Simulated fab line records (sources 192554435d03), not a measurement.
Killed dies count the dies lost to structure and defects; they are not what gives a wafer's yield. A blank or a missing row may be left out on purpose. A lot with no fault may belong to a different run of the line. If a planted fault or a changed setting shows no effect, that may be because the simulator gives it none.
Struck lot and sound lot, side by side / flow n5-finfet / 16 out of 1938 route steps
Sound: wafers L823.4, L823.5, L823.6. Struck: wafer L831.3. (L831.6 of the same lot was not struck and is left out.) The cause comes at the end.
Order at every step that has rows: each side's tool, ch and its chambers, its first start. Under that, the readings that differ: sound wafers / struck wafers / difference of the means / sigmas: that difference in standard deviations of wafers without a fault.
alike: words and numbers the same on both sides, and readings whose means are apart by under 2 such deviations; not compared: readings that were withheld, readings missing a value for some wafer, numbers with overlapping values and no deviation given by the record, and bounds like >300 which may hide the same value.
The two part at a step that has a row with sigmas, a row that says differs or no value, or rows on one side only. When numbers do not overlap yet have no deviation, they are printed without sigmas and do not part them. A reading missing from all wafers of one side parts the sides only when that side holds two or more wafers.

first, 8 steps without rows for these wafers: N5_HKMG_FIN_COAT_41 (time 60 s, resist thk 300 nm); N5_HKMG_FIN_COAT_42 (time 60 s, resist thk 35 nm); N5_HKMG_FIN_COAT_43 (resist thk 90 nm); N5_HKMG_FIN_EBR_45; N5_HKMG_FIN_SOFTBAKE_44 (time 60 s); N5_HKMG_FIN_EXPOSE_46 (exposes mask NDIPOLE); N5_HKMG_FIN_PEB_47 (peb time 60 s); N5_HKMG_FIN_DEVELOP_48 (develop time 30 s).
N5_HKMG_FIN_CD_MEAS_49: the cd target is 202 nm.
  sound on cd-sem-01 ch 0, day 5 07:35; struck on cd-sem-03 ch 0, day 7 04:45
  alike: cd-nm
N5_HKMG_FIN_OVL_MEAS_50:
  sound on overlay-01 ch 0, day 5 07:37; struck on overlay-02 ch 0, day 7 04:47
  alike: NDIPOLE_OVL
N5_HKMG_FIN_INSPECT_61: inspects for defects (macro).
  struck on defect-inspect-01, day 7 04:48; sound on defect-inspect-01, day 5 07:38
  alike: raw-defect-count
N5_HKMG_FIN_DESCUM_53: chemistry O2, time 7.9 s.
  sound on rie-diel-06 ch 0,3, day 5 07:40; struck on rie-diel-05 ch 2, day 7 04:50
reading=drypump-motor-current-A (A); sound=6.7 6.6 6.5; struck=5.1; difference=-1.5; sigmas=-3
reading=showerhead-plenum-p-Torr (Torr); sound=2.06 2.06 2.02; struck=2.17; difference=+0.12; sigmas=+2
  alike: oes-product-au, rf-vpp-V, throttle-valve-pct
  not compared: rf-hours-counter-h
N5_HKMG_FIN_ETCH_54: etches SiARC in CF4, target depth 45.5 nm, time 75.8 s.
  sound on rie-diel-06 ch 0,3, day 5 07:42; struck on rie-diel-05 ch 2, day 7 04:52
reading=drypump-motor-current-A (A); sound=6.6 6.6 6.5; struck=5.1; difference=-1.5; sigmas=-3
reading=etch-rf-on-time-s (s); sound=76.5 76.1 70.0; struck=96.5; difference=+22.3; sigmas=+9
  alike: oes-product-au, rf-vpp-V, showerhead-plenum-p-Torr, throttle-valve-pct
  not compared: rf-hours-counter-h
N5_HKMG_FIN_ETCH_55: etches SOC in N2/H2, target depth 240 nm, time 300 s.
  sound on rie-diel-06 ch 0,3, day 5 07:46; struck on rie-diel-05 ch 2, day 7 04:56
reading=drypump-motor-current-A (A); sound=6.7 6.7 6.5; struck=5.1; difference=-1.5; sigmas=-3
reading=rf-vpp-V (V); sound=523.2 521.6 522.5; struck=527.9; difference=+5.5; sigmas=+2
  alike: oes-product-au, showerhead-plenum-p-Torr, throttle-valve-pct
  not compared: rf-hours-counter-h
-- a jump in the record: the struck wafers' starts before and after are 4 days apart (it breaks off in module HKMG_FIN and resumes in module BEOL_M4, where the first step shown is number 1111 of the route) --
N5_BEOL_M4_RC_MEAS_101:
  sound on prober-01 ch 0, day 9 00:50; struck on prober-01 ch 0, day 10 23:43
  alike: DIBL_N, DIBL_P, IOFF_N, IOFF_P, ION_N, ION_P, SS_N, SS_P, VT_N, VT_P
N5_PASSIVATION_PROBE_49:
  rows exist in the record for the sound wafers here (prober-01, day 13 02:32), none for the struck ones

WHERE THEY PART
First at N5_HKMG_FIN_DESCUM_53; last, within this record, at N5_PASSIVATION_PROBE_49.

WHY: the cause the simulator had injected
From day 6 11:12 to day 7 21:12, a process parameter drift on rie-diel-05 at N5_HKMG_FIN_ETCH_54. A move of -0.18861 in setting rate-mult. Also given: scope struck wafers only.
